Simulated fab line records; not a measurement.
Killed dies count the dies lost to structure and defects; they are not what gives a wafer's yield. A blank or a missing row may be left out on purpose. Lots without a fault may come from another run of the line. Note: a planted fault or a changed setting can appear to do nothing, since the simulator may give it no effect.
Matching of chambers	flow n5 finfet	N5_SDB_ETCH_18 on rie diel-02: 4 sister chambers
The step etches SOC in N2/H2, target depth 100 nm, overetch 20 nm, time 150 s. 8 wafers are shown with their chamber, then 7 later ones without.

== EACH WAFER AND ITS CHAMBER ==
wafer	chamber	drypump motor current A (A)	throttle valve pct (%)
L078.3	2	6.5	17.93
L081.6	0	5.3	17.46
L083.1	1	5.5	18.10
L086.1	0	5.2	17.49
L086.2	1	5.5	18.12
L086.4	3	5.1	18.43
L088.2	2	6.5	17.94
L088.3	3	5.1	18.45

== WAFERS WHOSE CHAMBER IS MISSING ==
wafer	drypump motor current A (A)	throttle valve pct (%)
L088.5	6.5	17.95
L090.1	5.1	18.45
L090.3	5.5	18.13
L090.6	5.1	18.46
L093.1	6.5	17.96
L093.4	5.5	18.15
L093.5	5.5	18.14

== WHICH CHAMBER EACH ONE RAN IN ==
wafer	from the rows above	in truth
L088.5	2	2
L090.1	3	3
L090.3	1	1
L090.6	3	3
L093.1	2	2
L093.4	1	1
L093.5	1	1
Placed correctly: 7 of 7. Can't be placed from these rows: 0. Number placed wrongly: 0.
How it was worked out, from the rows above alone: a wafer's distance from a chamber is the root of the sum, over the readings, of the square of ((its reading less the chamber's mean) divided by the reading's scatter). If the next closest chamber is less than 2 further off than the closest, the wafer can't be placed; otherwise it belongs to the closest. The mean given for a chamber averages the wafers shown for that chamber. The scatter is the square root of a quotient: the sum, over the shown wafers, of each reading's squared deviation from its chamber's mean, divided by wafers minus chambers.
